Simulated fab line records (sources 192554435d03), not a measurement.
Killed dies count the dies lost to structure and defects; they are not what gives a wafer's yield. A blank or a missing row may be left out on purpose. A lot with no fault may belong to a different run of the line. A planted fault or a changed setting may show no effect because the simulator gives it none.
Chamber matching | flow n5-finfet | rie-diel-03 running N5_BEOL_M1_STRIP_66: 4 sister chambers
The step strips in CF4. 16 wafers are shown with their chamber, then 8 later ones without.

EACH WAFER AND ITS CHAMBER
wafer  | chamber | drypump-motor-current-A (A) | showerhead-plenum-p-Torr (Torr) | throttle-valve-pct (%)
L075.3 | 1       | 4.9                         | 1.78                            | 13.55
L075.4 | 3       | 6.0                         | 1.82                            | 13.74
L075.6 | 1       | 4.9                         | 1.78                            | 13.52
L080.2 | 2       | 5.6                         | 1.83                            | 13.45
L080.5 | 0       | 5.6                         | 1.74                            | 13.00
L080.6 | 1       | 4.9                         | 1.78                            | 13.56
L086.3 | 1       | 4.9                         | 1.78                            | 13.57
L086.4 | 0       | 5.6                         | 1.73                            | 13.00
L086.5 | 0       | 5.6                         | 1.73                            | 13.04
L087.2 | 3       | 6.0                         | 1.82                            | 13.80
L087.4 | 1       | 4.9                         | 1.78                            | 13.56
L087.5 | 3       | 6.0                         | 1.82                            | 13.80
L088.1 | 1       | 4.9                         | 1.78                            | 13.59
L088.2 | 2       | 5.7                         | 1.82                            | 13.47
L088.3 | 0       | 5.6                         | 1.73                            | 13.01
L089.4 | 3       | 6.0                         | 1.82                            | 13.82

SIGNATURES (averages over the wafers above)
reading                  | chamber 0 | chamber 1 | chamber 2 | chamber 3 | scatter within a chamber
drypump-motor-current-A  | 5.600     | 4.900     | 5.650     | 6.000     | 0.0204
showerhead-plenum-p-Torr | 1.7325    | 1.7800    | 1.8250    | 1.8200    | 0.00323
throttle-valve-pct       | 13.0125   | 13.5583   | 13.4600   | 13.7900   | 0.0251
Rule: distance of a wafer from a chamber = root of the sum over the readings of ((wafer's reading minus chamber's mean) / reading's scatter) squared. The wafer belongs to the nearest chamber; if the next one is less than 2 further off, it can't be placed. The scatter: the root of (the sum of the squares of (reading less its chamber's mean) over the shown wafers, divided by (wafers less chambers)).

WAFERS WHOSE CHAMBER IS MISSING
wafer  | drypump-motor-current-A (A) | showerhead-plenum-p-Torr (Torr) | throttle-valve-pct (%)
L089.5 | 5.6                         | 1.82                            | 13.47
L089.6 | 4.9                         | 1.77                            | 13.60
L097.1 | 6.0                         | 1.81                            | 13.83
L097.2 | 5.6                         | 1.82                            | 13.50
L097.3 | 5.6                         | 1.73                            | 13.06
L097.4 | 4.9                         | 1.77                            | 13.62
L097.5 | 5.6                         | 1.82                            | 13.53
L097.6 | 6.0                         | 1.81                            | 13.87

WHICH CHAMBER EACH ONE RAN IN
wafer  | from the rows above | in truth
L089.5 | 2                   | 2
L089.6 | 1                   | 1
L097.1 | 3                   | 3
L097.2 | 2                   | 2
L097.3 | 0                   | 0
L097.4 | 1                   | 1
L097.5 | 2                   | 2
L097.6 | 3                   | 3
Placed correctly: 8 of 8. Not placeable from these rows: 0. Wrongly placed: 0.
